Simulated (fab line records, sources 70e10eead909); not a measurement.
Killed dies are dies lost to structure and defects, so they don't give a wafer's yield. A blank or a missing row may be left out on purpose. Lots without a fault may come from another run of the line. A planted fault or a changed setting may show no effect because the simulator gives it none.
fab line records | flow nand_harc
record lots=24 wafers=72 last_day=33
route steps=1302 shown A_M1@1183 A_BONDPAD@1203
lots that met no fault: from a run of the same line without faults
start_h: hours from the record's first day to the start of the lot's first wafer shown | wait_h: hours since the lot's step before | " the same as in the row above | L1.1+2: a row that stands for several wafers | - no value, or no start given | * or withheld: withheld | < > ~ a bound
route shown NAME@n: a module of which the file shows steps, and the number in the route of the first | usual: mean/standard deviation of fault-free wafers | same: alike in all rows | chamber/n: place in a boat | sites: the reading at each site | _std_site: their standard deviation | _edge_site: outer sites' mean less inner sites' | radius_mm: how far each site lies from the wafer's centre | mask NAME#n: copy n | behind: the tool/chamber that last shaped the wafer | hold: why the lot was held/for how many hours/how that ended | device: the transistor (n, p or np) that didn't switch | end of line: the same wafers' tests at the end of the route | a step without rows: its recipe alone | killed: dies lost to structure and defects at the first sort, not the wafer's yield | map: a wafer's dies, x killed, . not, _ none there
set.NAME: the setting as run; set.NAME@STEP: as run at that earlier step | model.NAME: the simulator's own value behind a step, which no gauge read
steps of the route over a sample of lots; a table a step, a row a wafer
services: from which hour (start_h, from the record's first day; less than 0 if before it) a tool's chamber was out of use, for how many hours, and why
## steps
# step NHARC_A_M1_ETCH_35
# recipe target_depth_a=400 overetch_a=120 time_s=43.94 ion_energy_ev=200 n2_flow_sccm=150 h2_flow_sccm=150 ar_flow_sccm=0 rf_w=400 bias_w=150 chemistry=N2/H2
# usual drypump_motor_current_A=5.6/0.37 oes_product_au=0.999/0.01 rf_vpp_V=430.6/1.9 showerhead_plenum_p_Torr=2.04/0.061 throttle_valve_pct=14.171/0.0094
# columns lot.wafer tool chamber start_h wait_h drypump_motor_current_A oes_product_au rf_hours_counter_h rf_vpp_V showerhead_plenum_p_Torr throttle_valve_pct
L074.1 rie_diel-06 3 523.24 0.1 5.3 0.984 0.8 429.9 2.06 14.178
L074.2 " 1 " " 5.5 1.003 0.7 427.1 1.95 14.186
L074.5 " 3 " " 5.3 0.978 - 431.2 2.06 14.166
L077.3 rie_diel-06 0 538.77 0.1 5.6 0.995 1.4 432.2 2.10 14.161
L077.2 " 2 " " 5.8 0.998 1.2 429.8 2.05 14.165
L077.5 " 3 " " 5.2 0.987 - 430.8 2.06 14.175
L076.3 rie_diel-06 0 542.42 0.1 5.5 0.988 1.5 433.0 2.10 14.161
L076.5 " 3 " " 5.2 0.989 - 432.0 2.06 14.183
L076.4 " 0 " " 5.6 0.994 - 431.3 2.10 14.164
L075.4 rie_diel-06 2 546.63 0.1 5.8 1.000 1.5 431.3 2.05 14.166
L075.2 " 1 " " 5.5 1.002 1.4 429.0 1.95 14.159
L075.5 " 2 " " 5.8 0.996 - 430.9 2.05 14.182
L078.2 rie_diel-06 0 562.27 0.1 5.5 1.003 2.1 432.1 2.10 14.176
L078.1 " 1 " " 5.5 1.013 1.8 427.8 1.95 14.162
L078.5 " 3 " " 5.2 0.982 - 432.0 2.06 14.189
L079.3 rie_diel-06 2 563.45 0.1 5.8 0.991 2.0 430.3 2.05 14.180
L079.1 " 3 " " 5.2 0.977 2.1 431.4 2.06 14.172
L079.4 " 0 " " 5.5 0.982 2.2 432.5 2.10 14.154
L081.2 rie_diel-06 1 583.19 0.1 5.5 1.009 2.2 426.1 1.95 14.163
L081.1 " 3 " " 5.2 0.981 2.5 432.2 2.06 14.178
L081.3 " 0 " " 5.6 1.001 2.5 431.8 2.10 14.176
L080.3 rie_diel-06 0 584.58 0.1 5.5 0.999 2.6 433.6 2.10 14.156
L080.6 " 1 " " 5.5 1.003 - 426.8 1.95 14.191
L080.5 " 2 " " 5.8 1.001 - 431.0 2.05 14.164
L083.2 rie_diel-06 0 600.67 0.1 5.5 0.992 2.8 431.0 2.10 14.192
L083.4 " 1 " " 5.5 0.993 2.5 427.3 1.95 14.182
L083.6 " 3 " " 5.2 0.979 - 430.1 2.06 14.168
L082.4 rie_diel-06 1 601.16 0.1 5.5 1.003 2.6 428.8 1.95 14.177
L082.3 " 0 " " 5.5 0.991 2.8 432.8 2.10 14.158
L082.5 " 1 " " 5.5 0.998 - 427.9 1.95 14.172
L084.4 rie_diel-06 2 624.20 0.1 5.8 0.997 3.0 432.5 2.05 14.175
L084.2 " 3 " " 5.2 0.985 3.2 427.4 2.06 14.188
L084.6 " 1 " " 5.5 1.011 - 429.5 1.95 14.174
L085.4 rie_diel-09 1 626.81 0.1 4.9 1.008 7.4 432.9 2.13 14.177
L085.6 " 1 " " 4.9 1.006 - 432.8 2.13 14.163
L085.5 " 2 " " 5.8 0.980 - 434.1 2.16 14.182
L086.3 rie_diel-06 0 650.35 0.1 5.5 0.998 4.3 431.4 2.10 14.169
L086.4 " 3 " " 5.2 0.993 4.0 430.5 2.05 14.178
L086.6 " 0 " " 5.5 1.000 - 430.8 2.10 14.165
L087.2 rie_diel-12 2 654.82 0.1 6.2 1.004 0.8 429.2 2.01 14.173
L087.6 " 3 " " 6.2 1.017 - 426.5 1.94 14.175
L087.5 " 0 " " 5.7 1.007 - 433.0 2.11 14.174
L089.3 rie_diel-12 0 675.46 0.1 5.7 1.010 2.7 431.6 2.11 14.165
L089.1 " 1 " " 4.9 1.009 2.4 430.8 2.06 14.179
L089.6 " 3 " " 6.3 1.001 - 427.3 1.94 14.172
L088.1 rie_diel-06 0 679.23 0.1 5.6 0.997 0.2 431.6 2.10 14.157
L088.4 " 2 " " 5.8 0.986 0.1 431.0 2.05 14.179
L088.5 " 3 " " 5.2 0.984 - 431.5 2.05 14.165
L091.2 rie_diel-06 2 682.77 0.1 5.8 0.994 0.3 430.1 2.05 14.186
L091.3 " 3 " " 5.2 0.994 0.3 430.5 2.05 14.177
L091.6 " 1 " " 5.5 0.996 - 428.0 1.95 14.176
L092.3 rie_diel-06 3 683.79 0.1 5.3 0.991 0.4 431.6 2.05 14.158
L092.1 " 2 " " 5.8 0.986 0.4 428.7 2.05 14.169
L092.6 " 3 " " 5.3 0.986 - 432.2 2.05 14.147
L090.3 rie_diel-06 3 687.23 0.1 5.2 0.996 0.8 430.4 2.05 14.155
L090.4 " 2 " " 5.8 0.988 - 430.5 2.05 14.174
L090.5 " 3 " " 5.2 0.992 - 432.1 2.05 14.164
L093.3 rie_diel-12 0 713.94 0.1 5.6 1.012 5.2 430.5 2.11 14.172
L093.4 " 1 " " 4.9 1.031 - 430.6 2.06 14.181
L093.5 " 3 " " 6.3 1.013 - 428.2 1.94 14.171
L094.1 rie_diel-12 1 719.10 0.1 4.9 1.026 5.2 431.4 2.06 14.188
L094.2 " 3 " " 6.2 1.014 4.5 429.3 1.94 14.164
L094.5 " 0 " " 5.7 1.004 - 432.0 2.11 14.157
L095.3 rie_diel-09 0 728.55 0.1 6.6 1.005 3.2 426.5 1.91 14.174
L095.2 " 1 " " 4.9 1.010 3.3 432.9 2.12 14.168
L095.5 " 3 " " 6.1 0.998 - 428.0 1.96 14.170
L097.3 rie_diel-06 1 759.09 0.1 5.5 0.984 2.8 429.3 1.95 14.172
L097.4 " 2 " " 5.8 0.997 3.0 430.3 2.04 14.165
L097.6 " 3 " " 5.2 0.982 - 432.4 2.05 14.173
L096.3 rie_diel-12 1 760.02 0.1 4.9 1.024 7.2 431.7 2.06 14.161
L096.5 " 0 " " 5.7 0.993 - 432.4 2.11 14.166
L096.6 " 1 " " 4.9 1.018 - 431.7 2.06 14.165
# step NHARC_A_M1_PVD_20
# recipe target_thk_a=50 bias_v=168.6 power_w=15000 chamber_pressure_pa=0.12 time_s=8.06 substrate_temp_c=50 material=TaN
# usual substrate_temp_c=50.00/0.12 throttle_valve_pct=30.4/0.76
# columns lot.wafer tool chamber start_h wait_h substrate_temp_c throttle_valve_pct
L074.2 pvd_sputter-02 - - - 50.00 30.6
L074.1 " - " " 49.94 30.5
L074.5 " - " " 49.99 30.5
L077.2 pvd_sputter-02 - - - 50.29 30.5
L077.3 " - " " 50.09 30.6
L077.5 " - " " 50.02 30.4
L076.4 pvd_sputter-01 - - - 49.97 31.0
L076.3 " - " " 49.96 31.3
L076.5 " - " " 49.83 29.7
L075.2 pvd_sputter-03 - - - 50.06 30.1
L075.4 " - " " 50.02 31.5
L075.5 " - " " 49.95 29.3
L078.2 pvd_sputter-03 - - - 49.92 29.4
L078.1 " - " " 50.09 30.4
L078.5 " - " " 50.07 31.3
L079.3 pvd_sputter-01 - - - 50.05 30.8
L079.4 " - " " 50.10 29.8
L079.1 " - " " 50.06 30.9
L081.2 pvd_sputter-02 - - - 49.95 30.5
L081.3 " - " " 49.94 31.0
L081.1 " - " " 49.91 30.3
L080.3 pvd_sputter-03 - - - 49.95 29.4
L080.5 " - " " 49.94 29.3
L080.6 " - " " 50.19 31.7
L083.2 pvd_sputter-03 - - - 50.00 31.6
L083.4 " - " " 49.86 30.2
L083.6 " - " " 49.98 29.7
L082.3 pvd_sputter-01 - - - 50.04 30.2
L082.4 " - " " 49.77 28.9
L082.5 " - " " 49.81 30.1
L084.4 pvd_sputter-03 - - - 50.00 29.4
L084.2 " - " " 50.03 30.0
L084.6 " - " " 49.91 30.3
L085.4 pvd_sputter-01 - - - 49.86 31.4
L085.5 " - " " 49.94 31.2
L085.6 " - " " 49.91 29.4
L086.3 pvd_sputter-02 - - - 49.72 30.0
L086.4 " - " " 49.80 30.1
L086.6 " - " " 49.87 29.9
L087.2 pvd_sputter-03 - - - 50.24 30.3
L087.5 " - " " 49.94 31.6
L087.6 " - " " 50.04 29.9
L089.1 pvd_sputter-03 - - - 49.89 30.1
L089.3 " - " " 50.06 30.4
L089.6 " - " " 50.09 29.2
L088.1 pvd_sputter-02 - - - 49.98 30.7
L088.4 " - " " 49.93 30.2
L088.5 " - " " 49.98 30.7
L091.3 pvd_sputter-01 - - - 49.99 31.0
L091.2 " - " " 49.96 29.5
L091.6 " - " " 50.01 31.0
L092.1 pvd_sputter-02 - - - 49.85 30.8
L092.3 " - " " 49.86 30.1
L092.6 " - " " 50.14 30.4
L090.3 pvd_sputter-01 - - - 49.98 29.2
L090.4 " - " " 49.87 30.2
L090.5 " - " " 49.88 31.5
L093.4 pvd_sputter-02 - - - 50.08 29.9
L093.3 " - " " 50.10 30.8
L093.5 " - " " 50.07 30.0
L094.1 pvd_sputter-01 - - - 50.07 31.2
L094.2 " - " " 50.01 30.5
L094.5 " - " " 49.94 29.4
L095.2 pvd_sputter-01 - - - 49.82 29.1
L095.3 " - " " 50.13 31.5
L095.5 " - " " 50.26 31.1
L097.4 pvd_sputter-01 - - - 50.20 31.4
L097.3 " - " " 50.13 29.0
L097.6 " - " " 50.24 31.3
L096.3 pvd_sputter-01 - - - 50.13 31.2
L096.5 " - " " 50.04 31.2
L096.6 " - " " 50.05 29.0
# step NHARC_A_BONDPAD_CMP_29
# recipe target_thk_nm=200 material=SiCN
# usual motor_current_A=11.8/1.2
# columns lot.wafer tool chamber start_h wait_h motor_current_A
L074.1 cmp-02 3 527.02 0.4 13.3
L074.2 " 0 " " 10.8
L074.5 " 2 " " 13.5
L077.3 cmp-03 2 542.50 - 11.5
L077.2 " 3 " " 10.7
L077.5 " 0 " " 13.4
L076.3 cmp-01 3 546.02 - 11.5
L076.4 " 2 " " 12.0
L076.5 " 0 " " 11.2
L075.2 cmp-01 1 550.25 - 12.0
L075.4 " 3 " " 12.4
L075.5 " 1 " " 11.7
L078.2 cmp-01 0 565.88 - 10.1
L078.1 " 1 " " 11.7
L078.5 " 3 " " 12.2
L079.3 cmp-02 1 567.10 - 9.9
L079.1 " 3 " " 13.9
L079.4 " 0 " " 10.5
L081.3 cmp-03 3 586.81 - 10.3
L081.1 " 0 " " 13.8
L081.2 " 1 " " 10.8
L080.3 cmp-02 1 588.30 - 9.9
L080.6 " 3 " " 13.5
L080.5 " 0 " " 10.9
L083.2 cmp-02 2 604.32 - 13.7
L083.4 " 3 " " 13.2
L083.6 " 1 " " 9.7
L082.4 cmp-03 2 604.77 - 11.6
L082.3 " 3 " " 11.1
L082.5 " 2 " " 11.4
L084.4 cmp-01 3 627.79 - 11.6
L084.2 " 2 " " 12.3
L084.6 " 3 " " 12.1
L085.4 cmp-03 2 630.44 - 11.8
L085.5 " 2 " " 11.6
L085.6 " 3 " " 11.3
L086.4 cmp-01 0 653.96 - 10.9
L086.3 " 1 " " 11.5
L086.6 " 1 " " 12.1
L087.2 cmp-03 1 658.44 - 10.3
L087.5 " 3 " " 11.0
L087.6 " 0 " " 13.3
L089.1 cmp-03 3 679.09 - 10.7
L089.3 " 1 " " 10.6
L089.6 " 2 " " 11.5
L088.4 cmp-01 1 682.88 - 12.0
L088.1 " 3 " " 12.4
L088.5 " 0 " " 10.9
L091.2 cmp-01 3 686.52 - 10.9
L091.3 " 0 " " 11.0
L091.6 " 1 " " 11.6
L092.1 cmp-03 1 687.39 - 10.3
L092.3 " 0 " " 14.2
L092.6 " 2 " " 12.0
L090.4 cmp-02 3 690.84 - 13.4
L090.3 " 1 " " 10.1
L090.5 " 3 " " 13.8
L093.3 cmp-02 3 717.54 - 13.8
L093.4 " 2 " " 14.3
L093.5 " 3 " " 13.3
L094.2 cmp-01 0 722.80 - 10.6
L094.1 " 1 " " 12.0
L094.5 " 2 " " 12.8
L095.3 cmp-03 0 732.29 - 13.4
L095.2 " 3 " " 11.0
L095.5 " 1 " " 9.8
L097.3 cmp-02 2 762.69 - 13.6
L097.4 " 3 " " 13.5
L097.6 " 1 " " 10.2
L096.3 cmp-03 2 763.99 - 11.5
L096.5 " 0 " " 13.7
L096.6 " 1 " " 10.3
# step NHARC_A_BONDPAD_THK_MEAS_30
# recipe thk_meas_gauge=ellipsometry
# usual thk_nm=200.5/1.6
# columns lot.wafer tool chamber start_h wait_h thk_nm
L074.1 film_metro-01 - 527.25 0.2 202.0
L074.2 " - " " 201.5
L074.5 " - " " 199.5
L077.2 film_metro-02 - 542.70 0.2 199.2
L077.3 " - " " 199.4
L077.5 " - " " 198.3
L076.3 film_metro-02 - 546.27 0.2 203.3
L076.4 " - " " 199.0
L076.5 " - " " 202.8
L075.2 film_metro-01 - 550.48 0.2 202.4
L075.4 " - " " 199.4
L075.5 " - " " 201.0
L078.1 film_metro-02 - 566.10 0.2 201.6
L078.2 " - " " 202.8
L078.5 " - " " 200.9
L079.1 film_metro-02 - 567.35 0.2 201.4
L079.3 " - " " 201.6
L079.4 " - " " 201.8
L081.1 film_metro-01 - 587.04 0.2 198.2
L081.2 " - " " 199.0
L081.3 " - " " 199.9
L080.3 film_metro-01 - 588.50 0.2 200.2
L080.5 " - " " 202.6
L080.6 " - " " 201.0
L083.2 film_metro-01 - 604.52 0.2 201.2
L083.4 " - " " 200.4
L083.6 " - " " 201.3
L082.3 film_metro-02 - 605.00 0.2 200.6
L082.4 " - " " 199.4
L082.5 " - " " 200.4
L084.2 film_metro-02 - 628.04 0.2 201.6
L084.4 " - " " 198.5
L084.6 " - " " 200.2
L085.4 film_metro-01 - 630.69 0.2 198.9
L085.5 " - " " 200.5
L085.6 " - " " 200.4
L086.3 film_metro-01 - 654.21 0.2 199.2
L086.4 " - " " 202.1
L086.6 " - " " 199.5
L087.2 film_metro-01 - 658.64 0.2 200.4
L087.5 " - " " 200.5
L087.6 " - " " 201.1
L089.1 film_metro-02 - 679.31 0.2 199.0
L089.3 " - " " 201.1
L089.6 " - " " 199.9
L088.1 film_metro-02 - 683.10 0.1 198.5
L088.4 " - " " 198.4
L088.5 " - " " 201.6
L091.2 film_metro-02 - 686.73 0.2 198.7
L091.3 " - " " 201.9
L091.6 " - " " 200.9
L092.1 film_metro-02 - 687.64 0.2 202.9
L092.3 " - " " 201.8
L092.6 " - " " 201.5
L090.3 film_metro-02 - 691.09 0.2 199.2
L090.4 " - " " 198.4
L090.5 " - " " 201.3
L093.3 film_metro-01 - 717.80 0.2 200.8
L093.4 " - " " 198.8
L093.5 " - " " 201.5
L094.1 film_metro-01 - 723.00 0.1 198.9
L094.2 " - " " 199.2
L094.5 " - " " 200.2
L095.2 film_metro-01 - 732.54 0.2 200.9
L095.3 " - " " 197.0
L095.5 " - " " 201.6
L097.3 film_metro-01 - 762.91 0.2 200.7
L097.4 " - " " 200.4
L097.6 " - " " 201.8
L096.3 film_metro-02 - 764.20 0.2 202.1
L096.5 " - " " 201.5
L096.6 " - " " 200.3
# step NHARC_A_BONDPAD_ETCH_34
# recipe target_depth_a=600 overetch_a=180 time_s=65.91 ion_energy_ev=200 n2_flow_sccm=150 h2_flow_sccm=150 ar_flow_sccm=0 rf_w=400 bias_w=150 chemistry=N2/H2
# usual drypump_motor_current_A=5.6/0.47 oes_product_au=0.998/0.012 rf_vpp_V=431.7/2.2 showerhead_plenum_p_Torr=2.08/0.076 throttle_valve_pct=14.173/0.0084
# columns lot.wafer tool chamber start_h wait_h drypump_motor_current_A oes_product_au rf_hours_counter_h rf_vpp_V showerhead_plenum_p_Torr throttle_valve_pct
L074.1 rie_diel-02 0 528.11 0.1 5.0 1.003 3 427.7 1.97 14.169
L074.2 " 1 " " 5.8 0.984 3 433.3 2.13 14.175
L074.5 " 1 " " 5.9 0.973 - 434.7 2.13 14.160
L077.3 rie_diel-02 1 543.59 0.1 5.9 0.968 3 431.8 2.13 14.175
L077.2 " 2 " " 5.3 1.000 4 434.1 2.18 14.161
L077.5 " 3 " " 6.2 0.999 - 431.8 2.09 14.161
L076.4 rie_diel-02 1 547.10 0.1 5.9 0.972 3 433.6 2.13 14.183
L076.3 " 2 " " 5.3 1.006 4 433.7 2.18 14.174
L076.5 " 0 " " 5.0 0.999 - 428.3 1.97 14.176
L075.4 rie_diel-02 2 551.23 0.1 5.3 1.001 4 434.0 2.18 14.177
L075.2 " 3 " " 6.2 0.982 4 432.0 2.09 14.177
L075.5 " 0 " " 5.0 0.994 - 428.4 1.97 14.186
L078.2 rie_diel-02 0 566.98 0.1 5.1 1.006 4 429.0 1.97 14.169
L078.1 " 1 " " 5.9 0.971 4 433.4 2.13 14.175
L078.5 " 3 " " 6.2 1.006 - 431.7 2.09 14.168
L079.4 rie_diel-02 0 568.22 0.1 5.0 1.005 5 428.7 1.97 14.180
L079.1 " 1 " " 5.9 0.975 4 434.0 2.13 14.173
L079.3 " 3 " " 6.2 0.995 5 431.4 2.09 14.178
L081.1 rie_diel-02 3 587.91 0.1 6.2 1.007 0 432.0 2.09 14.167
L081.3 " 0 " " 5.0 1.013 0 428.5 1.97 14.172
L081.2 " 1 " " 5.9 0.993 0 432.4 2.13 14.163
L080.3 rie_diel-02 0 589.41 0.1 5.0 1.005 0 429.9 1.97 14.172
L080.5 " 1 " " 5.9 0.992 - 433.5 2.13 14.165
L080.6 " 2 " " 5.3 0.999 - 433.5 2.18 14.167
L083.2 rie_diel-02 3 605.26 0.1 6.2 1.000 0 431.1 2.09 14.180
L083.4 " 2 " " 5.3 1.007 0 434.4 2.18 14.158
L083.6 " 0 " " 5.0 1.011 - 429.1 1.97 14.182
L082.4 rie_diel-02 1 605.85 0.1 5.9 1.003 0 432.9 2.13 14.154
L082.3 " 0 " " 5.0 1.003 0 426.8 1.97 14.182
L082.5 " 2 " " 5.3 1.009 - 434.2 2.18 14.182
L084.2 rie_diel-13 2 628.80 0.1 4.8 0.991 19 428.2 1.98 14.168
L084.4 " 3 " " 5.3 0.982 16 432.9 2.14 14.169
L084.6 " 0 " " 6.1 1.002 - 430.1 2.06 14.176
L085.4 rie_diel-13 2 631.57 0.1 4.8 0.998 20 429.1 1.98 14.163
L085.6 " 3 " " 5.3 0.976 - 434.2 2.14 14.175
L085.5 " 0 " " 6.1 1.011 - 431.5 2.06 14.185
L086.3 rie_diel-02 3 655.09 0.1 6.2 0.998 2 431.5 2.09 14.174
L086.4 " 0 " " 5.0 1.021 2 427.3 1.97 14.176
L086.6 " 1 " " 5.9 0.986 - 430.2 2.13 14.168
L087.2 rie_diel-02 1 659.51 0.1 5.9 1.005 2 433.6 2.13 14.166
L087.5 " 1 " " 5.9 0.990 - 434.3 2.13 14.169
L087.6 " 2 " " 5.3 1.003 - 434.7 2.18 14.175
L089.3 rie_diel-02 1 680.18 0.1 5.9 1.001 3 431.6 2.13 14.178
L089.1 " 3 " " 6.2 1.011 3 433.0 2.09 14.169
L089.6 " 0 " " 5.0 1.014 - 428.3 1.97 14.178
L088.1 rie_diel-13 0 683.96 0.1 6.1 1.003 25 431.2 2.05 14.168
L088.4 " 1 " " 6.1 0.996 24 430.7 2.02 14.179
L088.5 " 0 " " 6.1 1.004 - 432.1 2.05 14.187
L091.3 rie_diel-13 3 687.47 0.1 5.3 1.001 27 433.6 2.13 14.177
L091.2 " 1 " " 6.2 0.991 24 430.6 2.02 14.168
L091.6 " 3 " " 5.3 0.993 - 434.0 2.13 14.166
L092.1 rie_diel-02 1 688.38 0.1 5.9 1.000 3 432.5 2.13 14.185
L092.3 " 2 " " 5.3 0.996 3 432.5 2.18 14.182
L092.6 " 2 " " 5.3 1.006 - 434.8 2.18 14.183
L090.4 rie_diel-02 2 691.96 0.1 5.3 1.007 3 435.2 2.18 14.155
L090.3 " 0 " " 5.0 1.011 3 428.4 1.97 14.162
L090.5 " 2 " " 5.3 1.002 - 432.8 2.18 14.179
L093.3 rie_diel-13 0 718.53 0.1 6.1 1.007 1 430.5 2.05 14.179
L093.4 " 3 " " 5.3 1.001 1 433.7 2.13 14.160
L093.5 " 1 " " 6.1 0.996 - 430.1 2.02 14.174
L094.1 rie_diel-02 1 723.87 0.1 5.9 1.006 4 433.5 2.13 14.177
L094.2 " 3 " " 6.2 0.996 4 432.7 2.09 14.180
L094.5 " 1 " " 5.9 1.004 - 433.1 2.13 14.175
L095.2 rie_diel-02 2 733.41 0.1 5.3 1.006 4 433.8 2.18 14.182
L095.3 " 3 " " 6.2 0.994 4 430.8 2.09 14.158
L095.5 " 1 " " 5.9 1.005 - 432.3 2.13 14.176
L097.3 rie_diel-02 2 763.78 0.1 5.3 1.008 0 433.9 2.18 14.175
L097.4 " 3 " " 6.2 0.986 0 431.7 2.09 14.193
L097.6 " 2 " " 5.3 1.004 - 434.4 2.18 14.165
L096.3 rie_diel-02 2 765.07 0.1 5.3 1.012 0 433.2 2.18 14.181
L096.6 " 1 " " 5.9 0.981 - 433.5 2.13 14.186
L096.5 " 2 " " 5.3 1.014 - 434.8 2.18 14.179
# step NHARC_A_BONDPAD_ETCH_24
# recipe target_depth_a=300 over_etch_frac=0.3 time_s=72.99 ion_energy_ev=150 cf4_flow_sccm=50 n2_flow_sccm=100 ar_flow_sccm=150 rf_w=300 bias_w=100 chemistry=CF4/N2
# usual drypump_motor_current_A=5.7/0.5 oes_product_au=1.001/0.012 rf_vpp_V=314.6/1.7 showerhead_plenum_p_Torr=2.65/0.092 throttle_valve_pct=19.796/0.0099
# columns lot.wafer tool chamber start_h wait_h drypump_motor_current_A oes_product_au rf_hours_counter_h rf_vpp_V showerhead_plenum_p_Torr throttle_valve_pct
L074.1 rie_diel-13 1 - - 6.1 0.996 0 312.6 2.61 19.815
L074.2 " 2 " " 4.8 0.994 0 311.4 2.56 19.792
L074.5 " 0 " " 6.1 1.009 - 315.7 2.65 19.800
L077.3 rie_diel-04 1 544.06 0.1 5.9 1.022 0 314.0 2.58 19.787
L077.2 " 3 " " 6.1 1.006 0 315.4 2.63 19.803
L077.5 " 0 " " 6.2 0.992 - 318.4 2.81 19.801
L076.3 rie_diel-02 1 - - 5.9 0.975 3 316.3 2.73 19.790
L076.4 " 0 " " 5.0 1.002 4 312.5 2.54 19.798
L076.5 " 2 " " 5.3 1.008 - 316.6 2.79 19.802
L075.2 rie_diel-02 1 - - 5.9 0.971 4 314.2 2.73 19.812
L075.4 " 3 " " 6.2 0.989 4 315.0 2.69 19.795
L075.5 " 1 " " 5.9 0.978 - 315.9 2.73 19.817
L078.1 rie_diel-02 2 - - 5.3 0.999 5 317.8 2.79 19.799
L078.2 " 0 " " 5.0 1.013 5 311.4 2.54 19.794
L078.5 " 2 " " 5.3 1.003 - 316.3 2.79 19.783
L079.1 rie_diel-13 0 568.70 0.1 6.1 1.017 7 315.1 2.65 19.800
L079.3 " 2 " " 4.9 1.006 11 312.6 2.55 19.786
L079.4 " 2 " " 4.9 0.996 - 312.6 2.55 19.804
L081.1 rie_diel-13 1 - - 6.1 0.997 9 313.1 2.61 19.801
L081.2 " 2 " " 4.8 0.992 14 312.7 2.55 19.805
L081.3 " 3 " " 5.3 0.998 12 315.0 2.74 19.796
L080.3 rie_diel-02 3 - - 6.2 1.007 0 315.8 2.69 19.798
L080.6 " 3 " " 6.2 1.001 - 313.8 2.69 19.801
L080.5 " 0 " " 5.0 1.007 - 311.9 2.54 19.781
L083.4 rie_diel-04 1 - - 5.9 1.013 20 314.1 2.57 19.813
L083.2 " 2 " " 5.6 1.006 12 312.3 2.44 19.788
L083.6 " 0 " " 6.2 0.993 - 316.5 2.80 19.790
L082.3 rie_diel-02 0 - - 5.0 1.010 1 313.3 2.54 19.788
L082.4 " 3 " " 6.2 1.000 1 316.4 2.69 19.798
L082.5 " 1 " " 5.9 0.989 - 315.0 2.73 19.807
L084.4 rie_diel-02 0 - - 5.1 1.017 1 312.7 2.54 19.786
L084.2 " 2 " " 5.3 1.020 1 316.5 2.79 19.803
L084.6 " 3 " " 6.2 0.990 - 314.8 2.69 19.781
L085.4 rie_diel-13 1 - - 6.1 1.010 15 314.1 2.61 19.806
L085.5 " 1 " " 6.1 0.997 - 315.8 2.61 19.778
L085.6 " 2 " " 4.8 0.994 - 313.6 2.55 19.810
L086.3 rie_diel-13 1 - - 6.2 0.986 19 314.3 2.61 19.793
L086.4 " 3 " " 5.3 0.992 21 314.0 2.74 19.794
L086.6 " 1 " " 6.1 1.003 - 315.0 2.61 19.792
L087.2 rie_diel-02 3 - - 6.2 0.997 2 314.9 2.69 19.801
L087.5 " 3 " " 6.2 0.990 - 314.4 2.69 19.775
L087.6 " 0 " " 5.0 1.022 - 311.9 2.54 19.783
L089.3 rie_diel-04 1 - - 5.9 1.000 44 312.6 2.56 19.806
L089.1 " 2 " " 5.6 0.995 39 312.0 2.43 19.788
L089.6 " 2 " " 5.6 1.007 - 311.1 2.43 19.806
L088.4 rie_diel-13 1 - - 6.1 0.991 24 314.2 2.60 19.795
L088.1 " 2 " " 4.8 0.996 30 313.2 2.55 19.802
L088.5 " 3 " " 5.3 0.996 - 315.9 2.74 19.806
L091.3 rie_diel-13 3 - - 5.3 0.987 27 316.8 2.74 19.789
L091.2 " 0 " " 6.1 0.997 25 314.0 2.64 19.808
L091.6 " 3 " " 5.3 0.989 - 316.3 2.74 19.797
L092.1 rie_diel-13 3 - - 5.3 0.994 27 316.0 2.74 19.791
L092.3 " 1 " " 6.1 1.006 24 314.0 2.60 19.786
L092.6 " 2 " " 4.9 0.999 - 311.7 2.55 19.807
L090.4 rie_diel-13 1 - - 6.1 0.987 25 313.4 2.60 19.793
L090.3 " 3 " " 5.3 0.994 27 314.8 2.74 19.790
L090.5 " 1 " " 6.1 0.983 - 313.6 2.60 19.808
L093.4 rie_diel-13 1 - - 6.2 0.993 1 313.5 2.60 19.792
L093.3 " 2 " " 4.8 1.008 1 313.4 2.55 19.793
L093.5 " 1 " " 6.2 0.985 - 313.7 2.60 19.800
L094.1 rie_diel-02 1 - - 5.9 1.003 4 315.6 2.73 19.800
L094.2 " 3 " " 6.2 1.007 4 314.7 2.69 19.802
L094.5 " 0 " " 5.0 1.014 - 310.9 2.54 19.788
L095.3 rie_diel-02 3 - - 6.2 0.995 4 315.9 2.69 19.785
L095.2 " 0 " " 5.0 1.005 4 314.2 2.54 19.802
L095.5 " 2 " " 5.3 1.017 - 317.9 2.79 19.799
L097.3 rie_diel-02 1 - - 5.9 0.989 0 316.1 2.73 19.792
L097.4 " 2 " " 5.3 1.021 0 317.0 2.79 19.791
L097.6 " 3 " " 6.2 0.989 - 313.6 2.69 19.808
L096.3 rie_diel-13 2 - - 4.8 0.996 8 314.1 2.54 19.821
L096.5 " 1 " " 6.2 0.985 - 314.1 2.60 19.777
L096.6 " 2 " " 4.9 0.997 - 314.0 2.54 19.806
## services
# columns tool chamber start_h hours kind
rie_diel-06 - 510.93 0.2 repair
rie_diel-02 0 517.69 2.9 repair
rie_diel-13 - 519.00 9.0 pm
rie_diel-13 0 533.95 6.5 repair
rie_diel-06 1 537.73 5.8 repair
rie_diel-02 2 548.53 1.3 repair
cmp-03 - 554.13 4.0 pm
rie_diel-13 1 565.20 13.9 repair
rie_diel-02 - 570.70 9.0 pm
pvd_sputter-01 - 590.51 10.0 pm
rie_diel-02 1 596.12 7.3 repair
rie_diel-06 - 604.03 0.6 repair
rie_diel-06 1 611.50 9.0 repair
rie_diel-06 2 614.71 5.9 repair
cmp-03 - 647.62 2.3 repair
cmp-03 - 652.13 4.0 pm
rie_diel-02 0 655.49 1.4 repair
rie_diel-06 - 661.20 9.0 pm
cmp-03 - 685.08 2.0 repair
rie_diel-06 1 686.60 1.7 repair
rie_diel-13 - 696.00 9.0 pm
rie_diel-02 - 697.66 0.8 repair
rie_diel-02 0 706.21 8.3 repair
rie_diel-02 - 747.70 9.0 pm
## key
fault none
